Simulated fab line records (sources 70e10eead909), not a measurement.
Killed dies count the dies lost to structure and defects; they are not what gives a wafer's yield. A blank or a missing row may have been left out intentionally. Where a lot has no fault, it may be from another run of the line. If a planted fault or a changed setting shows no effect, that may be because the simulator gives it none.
Chamber matching	flow nand harc	pecvd-04 running NHARC_A_STAIRCASE_DEP_280: 3 sister chambers
The step deposits SiON, target thk 30 nm. 6 wafers are shown with their chamber, then 11 later ones without.

WAFERS PAIRED WITH THEIR CHAMBERS
wafer	chamber	heater power w (W)
L081.5	0	731
L087.5	2	767
L089.1	1	736
L089.3	0	733
L089.5	2	687
L091.1	1	668

WAFERS WITH NO CHAMBER GIVEN
wafer	heater power w (W)
L091.2	711
L091.4	722
L092.1	747
L092.3	750
L092.5	727
L096.2	753
L096.5	782
L096.6	747
L097.2	765
L097.3	739
L097.5	775

WHICH CHAMBER EACH WENT THROUGH
wafer	from the rows above	in truth
L091.2	can't be placed: 1 or 2 or 0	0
L091.4	can't be placed: 2 or 0 or 1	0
L092.1	can't be placed: 0 or 2 or 1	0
L092.3	can't be placed: 0 or 2 or 1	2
L092.5	can't be placed: 2 or 0 or 1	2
L096.2	can't be placed: 0 or 2 or 1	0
L096.5	can't be placed: 0 or 2 or 1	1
L096.6	can't be placed: 0 or 2 or 1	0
L097.2	can't be placed: 0 or 2 or 1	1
L097.3	can't be placed: 0 or 2 or 1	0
L097.5	can't be placed: 0 or 2 or 1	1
0 of 11 placed correctly. From these rows, 11 cannot be placed; in 11 the true chamber is one of the candidates. Wrongly placed: 0.
How it was worked out, from the rows above alone: a wafer's distance from a chamber is the root of the sum, over the readings, of the square of ((its reading less the chamber's mean) divided by the reading's scatter). The wafer belongs to the nearest chamber; if the next one is less than 2 further off, it can't be placed. For every chamber, the mean is computed from those of its wafers that are shown. The scatter: take each reading less its chamber's mean, square it, sum over the shown wafers, divide by the number of wafers less the number of chambers, and take the root.
